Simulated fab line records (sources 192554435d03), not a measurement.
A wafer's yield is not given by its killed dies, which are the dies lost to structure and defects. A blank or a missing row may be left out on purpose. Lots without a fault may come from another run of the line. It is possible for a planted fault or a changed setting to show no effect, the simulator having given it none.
Split-lot study || flow n5-finfet || on a route of 1938 steps: 7 lots, 21 wafers read

## THE SPLIT
At N5_BEOL_M3_PECVD_72 (deposits SiO2 from TEOS/O2, target thk 16 nm, time 18 s), the setting time-s was moved away from the recipe's 18 s on 9 of the 21 wafers read, by -7.0% to +14.3%. All remaining wafers had this setting at the recipe value.

Reading taken at the split's own step.

## THE READING
SiO2_of_BEOL_M3_PECVD_72.thk-nm (the simulator's own value, which no gauge read), in nm, at N5_BEOL_M3_PECVD_72 (deposits SiO2 from TEOS/O2, target thk 16 nm, time 18 s). The file gives no usual value for it. The 12 wafers here that ran the recipe average 16.2 nm, standard deviation 0.21 nm.

{"wafer": "L083.2", "tool, chamber at the split": "pecvd-02, 0", "time-s as run, s": 18, "against the recipe": "recipe", "SiO2_of_BEOL_M3_PECVD_72.thk-nm, nm": 16, "against lot-mates on the recipe": "-"}
{"wafer": "L083.3", "tool, chamber at the split": "pecvd-02, 2", "time-s as run, s": 18, "against the recipe": "recipe", "SiO2_of_BEOL_M3_PECVD_72.thk-nm, nm": 16.4, "against lot-mates on the recipe": "-"}
{"wafer": "L083.4", "tool, chamber at the split": "pecvd-02, 1", "time-s as run, s": 18, "against the recipe": "recipe", "SiO2_of_BEOL_M3_PECVD_72.thk-nm, nm": 16.2, "against lot-mates on the recipe": "-"}
{"wafer": "L086.2", "tool, chamber at the split": "pecvd-01, 2", "time-s as run, s": 18, "against the recipe": "recipe", "SiO2_of_BEOL_M3_PECVD_72.thk-nm, nm": 16, "against lot-mates on the recipe": "-"}
{"wafer": "L086.3", "tool, chamber at the split": "pecvd-01, 1,2", "time-s as run, s": 18, "against the recipe": "recipe", "SiO2_of_BEOL_M3_PECVD_72.thk-nm, nm": 16.2, "against lot-mates on the recipe": "-"}
{"wafer": "L086.6", "tool, chamber at the split": "pecvd-01, 1,2", "time-s as run, s": 18, "against the recipe": "recipe", "SiO2_of_BEOL_M3_PECVD_72.thk-nm, nm": 16.2, "against lot-mates on the recipe": "-"}
{"wafer": "L088.2", "tool, chamber at the split": "pecvd-04, 1", "time-s as run, s": 17.11, "against the recipe": "-4.9%", "SiO2_of_BEOL_M3_PECVD_72.thk-nm, nm": 15.4, "against lot-mates on the recipe": -1.2}
{"wafer": "L088.3", "tool, chamber at the split": "pecvd-04, 0", "time-s as run, s": 17.11, "against the recipe": "-4.9%", "SiO2_of_BEOL_M3_PECVD_72.thk-nm, nm": 15.6, "against lot-mates on the recipe": -1.0}
{"wafer": "L088.6", "tool, chamber at the split": "pecvd-04, 1", "time-s as run, s": 18, "against the recipe": "recipe", "SiO2_of_BEOL_M3_PECVD_72.thk-nm, nm": 16.6, "against lot-mates on the recipe": "-"}
{"wafer": "L090.4", "tool, chamber at the split": "pecvd-01, 0", "time-s as run, s": 18, "against the recipe": "recipe", "SiO2_of_BEOL_M3_PECVD_72.thk-nm, nm": 16.6, "against lot-mates on the recipe": "-"}
{"wafer": "L090.5", "tool, chamber at the split": "pecvd-01, 1", "time-s as run, s": 16.74, "against the recipe": "-7.0%", "SiO2_of_BEOL_M3_PECVD_72.thk-nm, nm": 15.4, "against lot-mates on the recipe": -1.2}
{"wafer": "L090.6", "tool, chamber at the split": "pecvd-01, 2", "time-s as run, s": 16.74, "against the recipe": "-7.0%", "SiO2_of_BEOL_M3_PECVD_72.thk-nm, nm": 15.2, "against lot-mates on the recipe": -1.4}
{"wafer": "L092.2", "tool, chamber at the split": "pecvd-04, 0", "time-s as run, s": 20.57, "against the recipe": "+14.3%", "SiO2_of_BEOL_M3_PECVD_72.thk-nm, nm": 18, "against lot-mates on the recipe": "+1.8"}
{"wafer": "L092.3", "tool, chamber at the split": "pecvd-04, 1", "time-s as run, s": 20.57, "against the recipe": "+14.3%", "SiO2_of_BEOL_M3_PECVD_72.thk-nm, nm": 18.4, "against lot-mates on the recipe": "+2.2"}
{"wafer": "L092.5", "tool, chamber at the split": "pecvd-04, 0", "time-s as run, s": 18, "against the recipe": "recipe", "SiO2_of_BEOL_M3_PECVD_72.thk-nm, nm": 16.2, "against lot-mates on the recipe": "-"}
{"wafer": "L094.1", "tool, chamber at the split": "pecvd-04, 2", "time-s as run, s": 17.29, "against the recipe": "-3.9%", "SiO2_of_BEOL_M3_PECVD_72.thk-nm, nm": 15.4, "against lot-mates on the recipe": -0.6}
{"wafer": "L094.2", "tool, chamber at the split": "pecvd-04, 1", "time-s as run, s": 18, "against the recipe": "recipe", "SiO2_of_BEOL_M3_PECVD_72.thk-nm, nm": 16, "against lot-mates on the recipe": "-"}
{"wafer": "L094.3", "tool, chamber at the split": "pecvd-04, 0", "time-s as run, s": 17.29, "against the recipe": "-3.9%", "SiO2_of_BEOL_M3_PECVD_72.thk-nm, nm": 15.2, "against lot-mates on the recipe": -0.8}
{"wafer": "L096.3", "tool, chamber at the split": "pecvd-01, 1", "time-s as run, s": 18, "against the recipe": "recipe", "SiO2_of_BEOL_M3_PECVD_72.thk-nm, nm": 16.4, "against lot-mates on the recipe": "-"}
{"wafer": "L096.4", "tool, chamber at the split": "pecvd-01, 2", "time-s as run, s": 18, "against the recipe": "recipe", "SiO2_of_BEOL_M3_PECVD_72.thk-nm, nm": 16, "against lot-mates on the recipe": "-"}
{"wafer": "L096.5", "tool, chamber at the split": "pecvd-01, 1", "time-s as run, s": 16.94, "against the recipe": "-5.9%", "SiO2_of_BEOL_M3_PECVD_72.thk-nm, nm": 15.6, "against lot-mates on the recipe": -0.6}
The file does not say which wafer passed through which chamber wherever a row lists several chambers: such a row stands for several wafers.

FIT RESULTS
A straight line over all 21 wafers: SiO2_of_BEOL_M3_PECVD_72.thk-nm changes by +0.141 nm for each +1% of time-s; r = +0.96; the points scatter about the line by 0.23 nm.
The same after taking each lot's own level away (the mean of its wafers on the recipe; 21 wafers): +0.153 nm for each +1%; r = +0.97; scatter 0.2 nm.
That fit puts the effect of the largest move of time-s on the reading at 2.2 nm.
The span of the lots' own levels, 16.00 to 16.60 nm, comes to 2.8 times the standard deviation stated above.
The two slopes agree, so the slope changes little with the lot-to-lot level.
Check: for one of the wafers moved furthest among these (+14.3%), held out of the fit, the line's prediction against its lot-mates is +2.32 nm. Against them it came out at +1.8 nm.

## OTHER SPLITS ON THESE WAFERS
Note: prior to the reading, these wafers also went through further splits. Each is held against what the fit with the lots' levels taken away leaves over:
{"other split on the same wafers": "N5_BEOL_M2_DESCUM_33 time-s", "wafers away from the commonest value": 6, "r with SiO2_of_BEOL_M3_PECVD_72.thk-nm (lot level and that fit taken away)": -0.05}

## THE FILE'S OWN FIT
SiO2_of_BEOL_M3_PECVD_72.thk-nm changes by +0.151 nm for each +1% of time-s, r = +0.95.
